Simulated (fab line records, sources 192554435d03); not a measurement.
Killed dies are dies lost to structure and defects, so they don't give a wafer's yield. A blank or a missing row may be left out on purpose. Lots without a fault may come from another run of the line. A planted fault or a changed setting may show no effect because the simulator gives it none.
One fault seen from 3 desks | flow n5_finfet | each desk has only its own numbers; what lay behind them comes last

THE TOOL OWNER'S DESK: rie_diel-03
The tool's own readings at N5_BEOL_M6_ETCH_66 (etches SOC in N2/H2, target depth 80 nm, overetch 16 nm, time 120 s): means of the sampled wafers that have a number, for each lot that ran on this tool. A lot is out of limits, marked OUT, if its mean lies more than 4 standard deviations from the usual mean; the brackets give that distance.
Columns: A = bias_w at N5_BEOL_M6_ETCH_66, usual 150.1 W; B = chamber_pressure_mTorr at N5_BEOL_M6_ETCH_66, usual 30.003 mTorr; C = drypump_motor_current_A at N5_BEOL_M6_ETCH_66, usual 5.9 A; D = oes_product_au at N5_BEOL_M6_ETCH_66, usual 0.63 a.u.; E = rf_vpp_V at N5_BEOL_M6_ETCH_66, usual 524.1 V; F = showerhead_plenum_p_Torr at N5_BEOL_M6_ETCH_66, usual 2.55 Torr; G = throttle_valve_pct at N5_BEOL_M6_ETCH_66, usual 17.76 %
lot  | first seen here | A                | B      | C   | D    | E     | F    | G
L412 | day 10 14:12    | 150.3            | 29.986 | 5.9 | 0.53 | 523.3 | 2.49 | 17.89
L420 | day 12 18:24    | 153.0 (+6.7) OUT | 29.986 | 6.0 | 0.62 | 529.6 | 2.48 | 17.70
This desk's finding: out of limits on L420; first on L420, day 12 18:24 (bias_w at N5_BEOL_M6_ETCH_66). In limits: L412.

THE METROLOGY DESK
What the gauges read, lot by lot, whatever tool the lot ran on: means of the sampled wafers that have a number. A lot is out of limits, marked OUT, if its mean lies more than 4 standard deviations from the usual mean; the brackets give that distance.
Columns: A = cd_nm at N5_BEOL_M6_CD_MEAS_28, usual 40.03 nm; B = V5_OVL at N5_BEOL_M6_OVL_MEAS_29, usual 0.1 nm
lot  | first seen here | A     | B
L409 | day 9 14:17     | 39.98 | 0.4
L412 | day 10 13:37    | 39.87 | -0.3
L419 | day 12 02:26    | 40.18 | -0.1
L420 | day 12 17:53    | 40.08 | -0.9
L428 | day 14 03:43    | 40.28 | -0.5
This desk's finding: nothing out of limits on any of the 5 lots.

THE DEFECT DESK
What the inspections along the route counted, lot by lot: means of the sampled wafers that have a number. A lot is out of limits, marked OUT, if its mean lies more than 4 standard deviations from the usual mean; the brackets give that distance.
Columns: A = raw_defect_count at N5_BEOL_M6_INSPECT_30, usual 421
lot  | first seen here | A
L409 | day 9 14:22     | 473
L412 | day 10 13:43    | 287
L419 | day 12 02:31    | 411
L420 | day 12 17:59    | 413
L428 | day 14 03:48    | 484
This desk's finding: nothing out of limits on any of the 5 lots.

PUT TOGETHER
The tool owner's desk could have raised an alarm at day 12 18:24, on L420.
The metrology desk saw nothing out of limits.
The defect desk saw nothing out of limits.
The metrology desk has L420 on record, within its limits.
The defect desk has L420 on record, within its limits.
Of the lots named, all ran N5_BEOL_M6_ETCH_66 on rie_diel-03.

WHAT THE SIMULATOR HAD PUT IN
Process parameter drift: rie_diel-03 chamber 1, from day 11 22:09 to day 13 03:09, at N5_BEOL_M6_ETCH_66. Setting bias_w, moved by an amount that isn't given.
Lots struck among those shown: L420.
Hours from the fault's start to each desk's first reading out of limits: the tool owner's desk, 20.
